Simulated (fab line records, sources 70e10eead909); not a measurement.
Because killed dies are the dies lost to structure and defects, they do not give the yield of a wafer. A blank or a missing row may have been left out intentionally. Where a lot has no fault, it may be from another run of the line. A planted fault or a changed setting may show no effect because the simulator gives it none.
Matching of chambers || flow nand harc || NHARC_A_M0_STRIP_18 on rie diel-01: 4 sister chambers
The step strips in N2/H2. 4 wafers are shown with their chamber, then 7 later ones without.

## WAFERS, EACH WITH ITS CHAMBER
{"wafer": "L082.2", "chamber": 1, "showerhead plenum p Torr (Torr)": 2.17}
{"wafer": "L082.3", "chamber": 0, "showerhead plenum p Torr (Torr)": 1.91}
{"wafer": "L084.2", "chamber": 2, "showerhead plenum p Torr (Torr)": 1.94}
{"wafer": "L084.4", "chamber": 3, "showerhead plenum p Torr (Torr)": 1.98}

## WAFERS WITHOUT THEIR CHAMBER
{"wafer": "L084.6", "showerhead plenum p Torr (Torr)": 1.94}
{"wafer": "L085.1", "showerhead plenum p Torr (Torr)": 1.90}
{"wafer": "L085.2", "showerhead plenum p Torr (Torr)": 2.17}
{"wafer": "L085.4", "showerhead plenum p Torr (Torr)": 1.94}
{"wafer": "L090.1", "showerhead plenum p Torr (Torr)": 1.98}
{"wafer": "L090.2", "showerhead plenum p Torr (Torr)": 1.94}
{"wafer": "L090.4", "showerhead plenum p Torr (Torr)": 2.16}

## CHAMBER TAKEN BY EACH
{"wafer": "L084.6", "from the rows above": 2, "in truth": 2}
{"wafer": "L085.1", "from the rows above": 0, "in truth": 0}
{"wafer": "L085.2", "from the rows above": 1, "in truth": 1}
{"wafer": "L085.4", "from the rows above": 2, "in truth": 2}
{"wafer": "L090.1", "from the rows above": 3, "in truth": 3}
{"wafer": "L090.2", "from the rows above": 2, "in truth": 2}
{"wafer": "L090.4", "from the rows above": 1, "in truth": 1}
Placed correctly: 7 of 7. From these rows, 0 cannot be placed. Number placed wrongly: 0.
How it was worked out, from the rows above alone: a wafer's distance from a chamber is the root of the sum, over the readings, of the square of ((its reading less the chamber's mean) divided by the reading's scatter). If the next closest chamber is less than 2 further off than the closest, the wafer can't be placed; otherwise it belongs to the closest. For every chamber, the mean is computed from those of its wafers that are shown. The scatter: root of mean squared gap, hidden wafer to nearest shown wafer, with one shown wafer a chamber.
